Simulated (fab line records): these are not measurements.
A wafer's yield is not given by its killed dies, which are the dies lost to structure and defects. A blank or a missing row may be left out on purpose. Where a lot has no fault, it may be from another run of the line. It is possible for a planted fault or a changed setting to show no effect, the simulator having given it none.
fab line records    flow n5_finfet
record lots=11  wafers=31  last_day=20
route steps=1938 shown MOL_CONTACT_COAG@548 PASSIVATION@1936
lots that met no fault: taken from a fault-free run of the same line
start_h: the number of hours between the record's first day and the start of the first shown wafer of the lot    wait_h: time in hours since the lot's previous step    " the same as in the row above    L1.1+2: a single row standing in for several wafers    - value missing, or start not given    * or withheld: withheld    < > ~ a bound
route shown NAME@n: names a module that has steps shown in the file, with the first one's number in the route    usual: the fault-free wafers' mean and standard deviation    same: alike in all rows    chamber/n: place in a boat    sites: the reading at each site    _std_site: standard deviation of those values    _edge_site: inner sites' mean taken away from outer sites' mean    radius_mm: for every site, how far away it sits from the centre of the wafer    mask NAME#n: copy n    behind: tool/chamber where the wafer was last shaped    hold: the reason the lot was held/the length of the hold in hours/how it ended    device: the n, p or np transistor that did not switch    end of line: the tests these same wafers got at the end of their route    step lacking rows: just its recipe    killed: the dies lost at the first sort to structure and to defects; this is not the yield of the wafer    map: a wafer's dies, x killed, . not, _ none there
set.NAME: setting as actually run; set.NAME@STEP: the setting as run at that earlier step    model.NAME: the simulator's own value behind a step, which no gauge read
a sample of lots followed through the steps of the route, with each step as a table and each wafer as a row
services: from which hour (start_h, from the record's first day; less than 0 if before it) a tool's chamber was out of use, for how many hours, and why
## steps
# step N5_MOL_CONTACT_COAG_CO_FILL_22
# recipe material=Co  target_thk_a=200  temp_c=200  precursor=CCTBA/H2  pressure_torr=30
# usual heater_power_outer_w=126/5.3  heater_power_w=243/10
lot.wafer  tool       chamber  start_h  wait_h  heater_power_outer_w  heater_power_w  since_wet_clean_h
L732.3     cvd_co-01  0        91.94    0.1     129                   245             852
L732.4     "          2        "        "       125                   237             -
L732.5     "          1        "        "       134                   256             -
L734.1     cvd_co-02  0        102.45   0.1     133                   260             644
L734.4     "          0        "        "       133                   258             -
L734.6     "          1        "        "       125                   238             -
L735.1     cvd_co-02  0        113.24   0.1     137                   250             655
L735.2     "          2        "        "       119                   227             195
L735.5     "          2        "        "       121                   231             -
L737.1     cvd_co-02  0        125.66   0.1     132                   257             667
L737.2     "          1        "        "       122                   239             1104
L737.6     "          0        "        "       128                   258             -
L740.3     cvd_co-02  2        146.66   0.1     121                   222             229
L740.5     "          0        "        "       132                   260             -
L740.6     "          2        "        "       121                   234             -
L741.1     cvd_co-02  1        153.75   0.1     122                   244             1133
L741.5     "          0        "        "       136                   248             -
L741.6     "          1        "        "       125                   248             -
L742.3     cvd_co-01  1        165.86   0.4     130                   243             -
L742.5     "          2        "        "       126                   244             -
L742.6     "          1        "        "       132                   245             -
L743.3     cvd_co-02  0        171.99   0.1     132                   252             713
L743.4     "          0        "        "       136                   265             -
L743.6     "          2        "        "       118                   229             -
L744.2     cvd_co-02  0        179.34   0.1     134                   254             721
L744.3     "          1        "        "       122                   242             1158
L744.6     "          2        "        "       120                   226             -
L750.2     cvd_co-01  2        209.80   0.1     124                   233             511
L750.3     "          0        "        "       128                   245             970
L753.1     cvd_co-02  0        228.55   0.1     135                   249             770
L753.6     "          0        "        "       135                   261             -
# step N5_MOL_CONTACT_COAG_CMP_23
# recipe stop_on=SiO2  t_overpolish_s=1.5  post_cmp_clean=cu_alkaline  down_force_psi=2  platen_rpm=50.289  pad_velocity_m_s=1.0006  target_thk_nm=0
# usual edge_zone_pressure_frac=1.000/0.005  motor_current_A=8.2/0.57  overpolish_run_s=1.499/0.0099  slurry_filter_dp_kPa=13.49/0.13  time_to_endpoint_s=9.3/2.1
lot.wafer  tool    chamber  start_h  wait_h  edge_zone_pressure_frac  motor_current_A  overpolish_run_s  slurry_filter_dp_kPa  time_to_endpoint_s
L732.3     cmp-01  2        94.51    0.1     1.001                    8.9              1.512             13.64                 14.1
L732.4     "       3        "        "       1.003                    8.3              1.493             13.46                 13.7
L732.5     "       1        "        "       1.001                    8.4              1.499             13.15                 12.8
L734.1     cmp-03  3        106.68   0.0     1.001                    8.7              1.494             13.61                 11.4
L734.4     "       2        "        "       1.003                    8.3              1.492             13.50                 11.0
L734.6     "       0        "        "       0.998                    8.0              1.483             13.35                 10.1
L735.2     cmp-01  3        116.40   0.1     1.002                    8.4              1.496             13.51                 9.5
L735.1     "       0        "        "       1.003                    7.3              1.490             13.34                 8.2
L735.5     "       2        "        "       0.990                    8.6              1.514             13.65                 8.4
L737.1     cmp-04  2        128.05   0.1     1.004                    7.2              1.506             13.36                 9.4
L737.2     "       0        "        "       0.995                    8.3              1.497             13.48                 11.8
L737.6     "       1        "        "       1.006                    8.6              1.512             13.41                 9.0
L740.3     cmp-04  0        152.40   0.0     0.996                    9.0              1.491             13.49                 8.9
L740.6     "       0        "        "       1.005                    8.5              1.505             13.24                 11.5
L740.5     "       1        "        "       1.000                    8.7              1.479             13.29                 8.8
L741.1     cmp-01  0        156.57   0.2     1.000                    7.0              1.485             13.15                 8.8
L741.5     "       3        "        "       1.002                    8.1              1.499             13.53                 12.3
L741.6     "       0        "        "       0.996                    7.4              1.509             13.56                 8.2
L742.3     cmp-04  1        170.10   0.1     1.008                    8.5              1.499             13.54                 7.8
L742.5     "       2        "        "       1.007                    7.4              1.504             13.51                 6.6
L742.6     "       3        "        "       1.003                    8.1              1.507             13.53                 8.8
L743.4     cmp-03  2        174.49   0.1     0.999                    8.7              1.524             13.69                 8.8
L743.3     "       3        "        "       1.000                    8.9              1.506             13.54                 10.1
L743.6     "       1        "        "       0.997                    8.7              1.490             13.43                 10.0
L744.3     cmp-03  3        182.23   0.0     0.992                    8.9              1.484             13.68                 10.9
L744.2     "       0        "        "       0.998                    8.1              1.506             13.43                 9.8
L744.6     "       0        "        "       1.002                    8.2              1.494             13.33                 6.7
L750.2     cmp-01  2        212.08   0.0     0.995                    8.7              1.497             13.28                 7.2
L750.3     "       0        "        "       0.996                    7.2              1.502             13.71                 8.6
L753.1     cmp-01  2        231.10   0.4     1.001                    8.3              1.503             13.62                 5.6
L753.6     "       0        "        "       1.006                    7.0              1.497             13.57                 7.1
# step N5_MOL_CONTACT_COAG_ETCH_90
# recipe chemistry=CF4  target=SiARC  target_depth_a=130  mask_material=CAR-EUV  time_s=21.7  ion_energy_ev=80  pressure_mtorr=40  source_w=545  bias_w=36  Ar_flow_sccm=100  cf4_flow_sccm=100  ends=cleared
# usual drypump_motor_current_A=5.8/0.39  etch_rf_on_time_s=21.66/0.21  oes_product_au=0.63/0.053  rf_vpp_V=184.4/0.96  showerhead_plenum_p_Torr=2.16/0.043  throttle_valve_pct=15.60/0.14
lot.wafer  tool         chamber  start_h  wait_h  drypump_motor_current_A  etch_rf_on_time_s  oes_product_au  rf_hours_counter_h  rf_vpp_V  showerhead_plenum_p_Torr  throttle_valve_pct
L732.3     rie_diel-02  0        100.37   0.0     6.2                      21.44              0.76            34                  184.3     2.18                      15.43
L732.4     "            1        "        "       5.7                      21.21              0.66            147                 183.8     2.15                      15.69
L732.5     "            1        "        "       5.7                      21.22              0.65            -                   183.2     2.15                      15.70
L734.1     rie_diel-04  3        110.90   0.0     5.3                      21.83              0.60            197                 186.2     2.22                      15.80
L734.4     "            1        "        "       5.3                      22.13              0.61            193                 183.8     2.21                      15.57
L734.6     "            3        "        "       5.3                      21.75              0.59            -                   185.6     2.22                      15.80
L735.1     rie_diel-04  1        125.04   0.0     5.3                      21.67              0.61            199                 185.4     2.21                      15.60
L735.2     "            2        "        "       6.3                      21.36              0.65            170                 184.3     2.13                      15.60
L735.5     "            2        "        "       6.3                      21.25              0.65            -                   184.9     2.13                      15.60
L737.1     rie_diel-05  2        143.11   0.0     5.7                      21.56              0.62            184                 184.0     2.13                      15.46
L737.2     "            1        "        "       6.3                      21.50              0.76            26                  184.4     2.10                      15.30
L737.6     "            3        "        "       5.5                      21.60              0.65            -                   185.9     2.23                      15.57
L740.3     rie_diel-04  0        156.39   0.0     6.0                      21.83              0.58            212                 184.1     2.12                      15.53
L740.5     "            0        "        "       6.0                      21.64              0.59            -                   184.9     2.12                      15.56
L740.6     "            2        "        "       6.2                      21.47              0.64            -                   184.3     2.13                      15.61
L741.1     rie_diel-05  2        161.93   0.0     5.7                      21.54              0.62            191                 183.8     2.13                      15.48
L741.5     "            1        "        "       6.3                      21.31              0.74            -                   183.8     2.10                      15.29
L741.6     "            2        "        "       5.7                      21.47              0.63            -                   182.9     2.13                      15.46
L742.3     rie_diel-05  0        175.04   0.0     6.1                      21.70              0.65            127                 184.1     2.15                      15.63
L742.5     "            2        "        "       5.7                      21.83              0.61            -                   184.7     2.13                      15.49
L742.6     "            1        "        "       6.3                      21.67              0.74            -                   184.1     2.10                      15.32
L743.3     rie_diel-04  1        178.73   0.0     5.3                      22.04              0.60            207                 183.9     2.21                      15.60
L743.4     "            0        "        "       6.0                      21.75              0.58            223                 184.0     2.12                      15.58
L743.6     "            1        "        "       5.3                      22.06              0.60            -                   185.8     2.21                      15.60
L744.2     rie_diel-05  1        187.21   0.0     6.3                      21.54              0.73            43                  184.8     2.10                      15.32
L744.3     "            0        "        "       6.1                      21.84              0.64            131                 184.2     2.15                      15.66
L744.6     "            2        "        "       5.7                      21.71              0.62            -                   184.3     2.13                      15.49
L750.2     rie_diel-05  2        215.94   0.0     5.7                      21.80              0.61            211                 183.4     2.12                      15.51
L750.3     "            3        "        "       5.5                      21.88              0.62            181                 184.9     2.22                      15.61
L753.1     rie_diel-04  2        235.17   0.0     6.3                      21.57              0.62            204                 183.8     2.12                      15.68
L753.6     "            1        "        "       5.3                      21.79              0.58            -                   184.3     2.20                      15.64
# step N5_MOL_CONTACT_COAG_ALD_131
# recipe material=SiO2  target_thk_a=50  temp_c=100  ald_precursor_family=BDEAS  ald_co_reactant=O2-plasma  pulse_time_s=1  co_reactant_pulse_time_s=1  purge_time_s=2  co_reactant_purge_time_s=2  ald_cycles=35  pressure_torr=2
# usual ald_cycles=35/0  heater_power_outer_w=38/4.1  heater_power_w=72/8  precursor_pulse_height_rel=1.002/0.017
lot.wafer  tool        chamber  start_h  wait_h  ald_cycles  heater_power_outer_w  heater_power_w  precursor_pulse_height_rel  since_wet_clean_h
L732.3     ald_sin-02  3        100.45   0.1     35          36                    71              0.976                       197
L732.4     "           1        "        "       35          45                    88              1.023                       197
L732.5     "           1        "        "       35          46                    89              0.993                       -
L734.1     ald_sin-02  3        110.98   0.1     35          38                    71              1.020                       208
L734.4     "           2        "        "       35          34                    60              0.991                       208
L734.6     "           2        "        "       35          34                    60              1.022                       -
L735.1     ald_sin-01  0        125.25   0.2     35          42                    84              1.017                       116
L735.2     "           1        "        "       35          36                    69              1.044                       116
L735.5     "           2        "        "       35          42                    81              0.990                       -
L737.1     ald_sin-04  0        143.19   0.1     35          31                    63              1.014                       44
L737.2     "           3        "        "       35          39                    70              0.993                       44
L737.6     "           3        "        "       35          38                    72              1.003                       -
L740.3     ald_sin-02  0        156.47   0.1     35          37                    71              0.968                       253
L740.5     "           1        "        "       35          45                    87              1.008                       -
L740.6     "           2        "        "       35          35                    62              0.998                       -
L741.1     ald_sin-02  2        162.01   0.1     35          34                    61              0.969                       259
L741.5     "           3        "        "       35          36                    72              1.004                       -
L741.6     "           2        "        "       35          34                    59              0.994                       -
L742.3     ald_sin-02  0        175.12   0.1     35          36                    71              1.021                       272
L742.5     "           1        "        "       35          46                    89              0.987                       -
L742.6     "           0        "        "       35          37                    69              1.000                       -
L743.3     ald_sin-04  2        178.81   0.1     35          34                    69              1.003                       80
L743.4     "           1        "        "       35          34                    71              1.044                       80
L743.6     "           2        "        "       35          34                    68              1.012                       -
L744.2     ald_sin-01  3        187.44   0.2     35          41                    81              1.007                       179
L744.3     "           2        "        "       35          44                    80              1.002                       179
L744.6     "           3        "        "       35          42                    77              1.004                       -
L750.2     ald_sin-04  3        216.02   0.1     41          39                    73              1.044                       117
L750.3     "           2        "        "       35          34                    68              0.991                       117
L753.1     ald_sin-04  2        235.28   0.1     41          34                    67              1.005                       136
L753.6     "           1        "        "       35          36                    69              0.989                       -
# step N5_PASSIVATION_PROBE_49
# usual killed_at_M0_to_M3=37/12  killed_at_M4_up=15/5.6  killed_at_contacts=13/6.9  killed_at_front_end=40/11  killed_at_other=4/3.2  killed_dies=109/20  killed_open=73/15  killed_short=35/8.3
# same gross_dies=1180  killed_at_back_side=0
lot.wafer  tool       chamber  start_h  wait_h  killed_at_M0_to_M3  killed_at_M4_up  killed_at_contacts  killed_at_front_end  killed_at_other  killed_dies  killed_open  killed_short
L732.3     prober-01  -        307.44   0.1     33                  17               24                  34                   5                113          87           26
L732.4     prober-01  -        307.49   0.2     46                  7                16                  38                   1                108          79           29
L732.5     prober-01  -        307.54   0.2     37                  12               22                  60                   8                139          104          35
L741.1     prober-01  -        380.74   0.0     34                  15               4                   65                   0                118          80           37
L741.5     prober-01  -        380.94   0.2     54                  17               5                   46                   5                127          86           35
L741.6     prober-01  -        380.99   0.3     47                  19               7                   46                   2                121          84           36
L740.3     prober-01  -        387.63   0.1     20                  12               8                   63                   2                105          79           24
L740.5     prober-01  -        387.73   0.2     38                  8                13                  50                   4                113          71           42
L740.6     prober-01  -        387.78   0.3     26                  9                8                   53                   4                100          61           37
L743.3     prober-02  -        407.03   0.4     27                  15               15                  38                   1                96           60           35
L743.4     prober-02  -        407.08   0.4     38                  13               10                  41                   1                103          69           34
L743.6     prober-02  -        407.18   0.5     40                  8                12                  65                   7                132          84           48
L750.2     prober-01  -        407.75   0.2     47                  20               50                  34                   3                154          87           49
L750.3     prober-01  -        407.80   0.2     47                  12               33                  22                   3                117          78           36
L753.1     prober-02  -        482.32   0.0     47                  18               24                  48                   2                139          85           37
L753.6     prober-02  -        482.57   0.3     31                  11               9                   35                   4                90           62           24
# killed by level:class
L732.3 MOL_CONTACT_COAG:geometric_particle:open=23 BEOL_M0_SAQP:geometric_particle:short=8 BEOL_M3:geometric_particle:open=8 STI_FIN_REVEAL:geometric_particle:open=6 BEOL_M1:geometric_particle:open=6 BEOL_M5:geometric_particle:open=6 BEOL_M0_SAQP:geometric_particle:open=5 BEOL_M7:geometric_particle:open=5
L732.4 MOL_CONTACT_COAG:geometric_particle:open=15 FIN_SAQP:geometric_particle:open=12 BEOL_M0_SAQP:geometric_particle:open=12 BEOL_M0_SAQP:geometric_particle:short=11 STI_FIN_REVEAL:geometric_particle:open=10 BEOL_M2:geometric_particle:open=6 BEOL_M0:geometric_particle:open=5 BEOL_M1:geometric_particle:open=5
L732.5 STI_FIN_REVEAL:geometric_particle:open=18 MOL_CONTACT_COAG:geometric_particle:open=17 BEOL_M0_SAQP:geometric_particle:open=10 FIN_SAQP:geometric_particle:open=9 BEOL_M2:geometric_particle:open=9 DUMMY_GATE:geometric_particle:open=7 GATE_CUT:geometric_particle:short=6 BEOL_M3:geometric_particle:open=6
L741.1 BEOL_M3:geometric_particle:open=18 STI_FIN_REVEAL:geometric_particle:open=17 FIN_SAQP:geometric_particle:short=15 FIN_SAQP:geometric_particle:open=9 DUMMY_GATE:geometric_particle:open=7 STI_FIN_REVEAL:geometric_particle:short=7 BEOL_M4:geometric_particle:open=6 MOL_CONTACT_COAG:geometric_particle:open=4
L741.5 STI_FIN_REVEAL:geometric_particle:open=20 BEOL_M3:geometric_particle:open=13 BEOL_M2:geometric_particle:open=11 BEOL_M0_SAQP:geometric_particle:short=10 BEOL_M0_SAQP:geometric_particle:open=6 BEOL_M1:geometric_particle:open=6 BEOL_M4:geometric_particle:open=6 FIN_SAQP:geometric_particle:short=5
L741.6 BEOL_M2:geometric_particle:open=16 FIN_SAQP:geometric_particle:short=13 BEOL_M4:geometric_particle:open=13 FIN_SAQP:geometric_particle:open=12 BEOL_M0_SAQP:geometric_particle:open=9 STI_FIN_REVEAL:geometric_particle:open=6 MOL_CONTACT_COAG:geometric_particle:open=6 BEOL_M3:geometric_particle:open=5
L740.3 FIN_SAQP:geometric_particle:open=24 FIN_SAQP:geometric_particle:short=10 STI_FIN_REVEAL:geometric_particle:open=9 MOL_CONTACT_COAG:geometric_particle:open=8 BEOL_M4:geometric_particle:open=6 BEOL_M2:geometric_particle:open=5 GATE_CUT:geometric_particle:short=5 DUMMY_GATE:geometric_particle:open=4
L740.5 STI_FIN_REVEAL:geometric_particle:open=12 MOL_CONTACT_COAG:geometric_particle:open=10 BEOL_M3:geometric_particle:open=10 FIN_SAQP:geometric_particle:short=6 GATE_CUT:geometric_particle:short=6 BEOL_M0_SAQP:geometric_particle:short=6 FIN_SAQP:geometric_particle:open=5 STI_FIN_REVEAL:geometric_particle:short=5
L740.6 FIN_SAQP:geometric_particle:open=9 STI_FIN_REVEAL:geometric_particle:open=9 FIN_SAQP:geometric_particle:short=7 GATE_CUT:geometric_particle:short=6 MOL_CONTACT_COAG:geometric_particle:open=6 BEOL_M4:geometric_particle:open=5 BEOL_M2:geometric_particle:open=5 DUMMY_GATE:geometric_particle:open=4
L743.3 BEOL_M3:geometric_particle:open=9 MOL_CONTACT_COAG:geometric_particle:short=8 FIN_SAQP:geometric_particle:open=7 MOL_CONTACT_COAG:geometric_particle:open=7 DUMMY_GATE:geometric_particle:open=6 BEOL_M0_SAQP:geometric_particle:open=6 STARTING-WAFER:geometric_particle:short=6 STI_FIN_REVEAL:geometric_particle:open=5
L743.4 BEOL_M3:geometric_particle:open=15 FIN_SAQP:geometric_particle:short=9 FIN_SAQP:geometric_particle:open=9 MOL_CONTACT_COAG:geometric_particle:open=9 STI_FIN_REVEAL:geometric_particle:open=6 BEOL_M2:geometric_particle:open=5 BEOL_M0_SAQP:geometric_particle:open=5 BEOL_M3:geometric_particle:short=5
L743.6 STI_FIN_REVEAL:geometric_particle:open=22 FIN_SAQP:geometric_particle:short=13 BEOL_M0_SAQP:geometric_particle:short=12 FIN_SAQP:geometric_particle:open=10 BEOL_M0_SAQP:geometric_particle:open=9 MOL_CONTACT_COAG:geometric_particle:open=7 BEOL_M2:geometric_particle:open=6 MOL_CONTACT_COAG:geometric_particle:short=5
L750.2 MOL_CONTACT_COAG:geometric_particle:open=26 BEOL_M0_SAQP:geometric_particle:short=16 MOL_CONTACT_COAG:area_ald=16 BEOL_M0_SAQP:geometric_particle:open=14 MOL_CONTACT_COAG:geometric_particle:short=8 GATE_CUT:geometric_particle:short=7 BEOL_M4:geometric_particle:open=7 FIN_SAQP:geometric_particle:open=6
L750.3 MOL_CONTACT_COAG:geometric_particle:open=26 BEOL_M0_SAQP:geometric_particle:short=13 BEOL_M0_SAQP:geometric_particle:open=11 BEOL_M4:geometric_particle:open=7 MOL_CONTACT_COAG:geometric_particle:short=7 BEOL_M0:geometric_particle:open=7 BEOL_M3:geometric_particle:open=7 STARTING-WAFER:geometric_particle:open=4
L753.1 MOL_CONTACT_COAG:area_ald=17 BEOL_M0_SAQP:geometric_particle:short=13 BEOL_M3:geometric_particle:open=12 STI_FIN_REVEAL:geometric_particle:open=9 BEOL_M0_SAQP:geometric_particle:open=8 BEOL_M4:geometric_particle:open=8 GATE_CUT:geometric_particle:short=7 GATE_CUT:geometric_particle:open=7
L753.6 MOL_CONTACT_COAG:geometric_particle:open=8 BEOL_M3:geometric_particle:open=7 FIN_SAQP:geometric_particle:open=6 STI_FIN_REVEAL:geometric_particle:open=6 BEOL_M0_SAQP:geometric_particle:open=5 BEOL_M0:geometric_particle:open=5 BEOL_M2:geometric_particle:open=5 BEOL_M4:geometric_particle:open=5
## services
tool         chamber  start_h  hours  kind
ald_sin-01   3        69.84    2.9    repair
cmp-01       -        73.26    3.4    repair
ald_sin-02   -        75.15    1.5    repair
cmp-01       -        84.22    0.6    repair
ald_sin-04   -        85.25    14.0   pm
cvd_co-02    -        87.74    6.0    pm
cmp-01       -        95.81    1.8    repair
ald_sin-01   -        102.83   2.8    pm
cmp-03       -        111.54   5.5    pm
ald_sin-04   -        113.38   14.6   pm
cmp-03       -        117.19   1.3    repair
ald_sin-01   -        119.33   4.3    pm
cmp-04       -        128.60   1.1    repair
ald_sin-04   -        133.53   6.0    pm
cmp-03       -        137.22   3.4    repair
rie_diel-04  1        137.43   26.9   repair
rie_diel-04  -        140.31   15.6   pm
cvd_co-01    0        165.28   16.0   repair
cvd_co-01    -        178.26   0.5    repair
cmp-03       -        189.93   0.7    repair
cmp-04       -        196.76   2.9    repair
rie_diel-05  1        217.15   4.6    repair
cmp-03       -        230.10   4.0    pm
rie_diel-04  3        230.56   7.6    repair
## key
first_sign step=N5_MOL_CONTACT_COAG_ALD_131  reading=ald_cycles  direction=up  sigmas=99+  usual=*  struck=*
effect step=N5_PASSIVATION_PROBE_49  reading=killed_at_contacts  direction=up  sigmas=3.4  usual=13  struck=37
met_at N5_MOL_CONTACT_COAG_ALD_131
struck_lots L750,L753
struck_wafers L750.2,L753.1
tester_left_out L750,L753
not_acting_at N5_MOL_CONTACT_COAG_CO_FILL_22,N5_MOL_CONTACT_COAG_CMP_23,N5_MOL_CONTACT_COAG_ETCH_90
onset_between 178.81 216.02
fault kind=process_parameter_drift  tool=ald_sin-04  chamber=-  onset_h=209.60  steps=N5_MOL_CONTACT_COAG_ALD_131  channel=ald_cycles  offset=*  shape=step  end_h=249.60  scope=struck_wafers_only  acts_in=*  stated=*
# tester_left_out: of these lots the tester's yield and bins aren't shown, on N5 and GAA mostly nor the transistor test; their killed dies are dies lost to structure and defects alone, not to doping, threshold or leakage, so they don't give the yield
